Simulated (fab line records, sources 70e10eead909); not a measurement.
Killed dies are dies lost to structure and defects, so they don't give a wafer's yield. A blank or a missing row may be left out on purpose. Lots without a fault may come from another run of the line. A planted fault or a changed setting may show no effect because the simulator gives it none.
Problem report in the 8D (eight disciplines) form, filled by code | flow nand_harc | the parts of the form that need people (team, actions taken, sign-off) are left out

1. THE PROBLEM
thk_nm at NHARC_A_ONON_D1_THK_MEAS_18 reads a mean of 1566 nm on 6 wafers of 2 lots; wafers without a fault read 1002 nm with a standard deviation of 10. That is +56 standard deviations from the usual mean.
The step: measures by ellipsometry.
First seen on wafer L705.2, day 10 02:05, on film_metro-01. The record holds 39 wafers of 13 lots with a number at this step. Rule for "out", or "out of limits": more than 4 standard deviations from the usual mean. The other wafers with a number count as sound.

2. WHAT IT IS AND WHAT IT IS NOT
question                    | is                           | is not
which readings at this step | thk_nm                       | -
which lots                  | L705, L707                   | L697, L698, L702, L703, L709, L713, L714, L717, L718, L719, L720
which wafers of those lots  | all that have a number       | -
read on which gauges        | film_metro-01, film_metro-02 | -
when                        | from day 10 02:05            | up to then (12 sound wafers); but 21 sound wafers of L709, L713, L714, L717, L718, L719, L720 came after

3. SUSPECTS, AND WHAT RULES EACH OUT
Counting: a tool at a process step up to the reading stays a suspect if it ran every lot that is out and no sound lot after the first of them.
- the gauge at NHARC_A_ONON_D1_THK_MEAS_18: ruled out. The wafers that are out were read on 2 gauges (film_metro-01, film_metro-02).
- pecvd_onon-03 at NHARC_A_ONON_D1_DEP_16 (target thk 1000 nm): ruled out as a lasting fault. Sound lots L717, L720 ran on it after its first lot that is out, L705 (day 10 01:38).
Left after counting: nothing in the record.

4. THE CAUSE (what the simulator had put in)
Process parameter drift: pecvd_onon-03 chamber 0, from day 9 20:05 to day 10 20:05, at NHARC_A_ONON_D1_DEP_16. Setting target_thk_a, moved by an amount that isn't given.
Counting ruled it out, wrongly: the rule takes a fault to strike every lot that its tool runs from its start on, and this one did not.

5. THE CHAIN OF EFFECTS, in route order
Each row: a reading whose mean over the struck wafers that have a number lies more than 3 standard deviations from the usual. Only readings for which the record gives a usual standard deviation are gone through. hours: the time from each lot's start at the first step in this table that gives one to its start at this step, as a median over the lots. sigmas: the change in usual standard deviations.
hours | step                        | reading         | usual   | on struck wafers | change | sigmas
0     | NHARC_A_ONON_D1_THK_MEAS_18 | thk_nm          | 1002 nm | 1566             | +564   | +56
273   | NHARC_END_SORT_01           | killed_at_array | 26      | 674              | +648   | +66
273   | NHARC_END_SORT_01           | killed_dies     | 29      | 677              | +648   | +65

6. WHAT WOULD HAVE CAUGHT IT SOONER
In this record the first reading out of limits at a measuring or inspecting step was taken at day 10 02:05, 6 hours after the fault began at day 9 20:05.
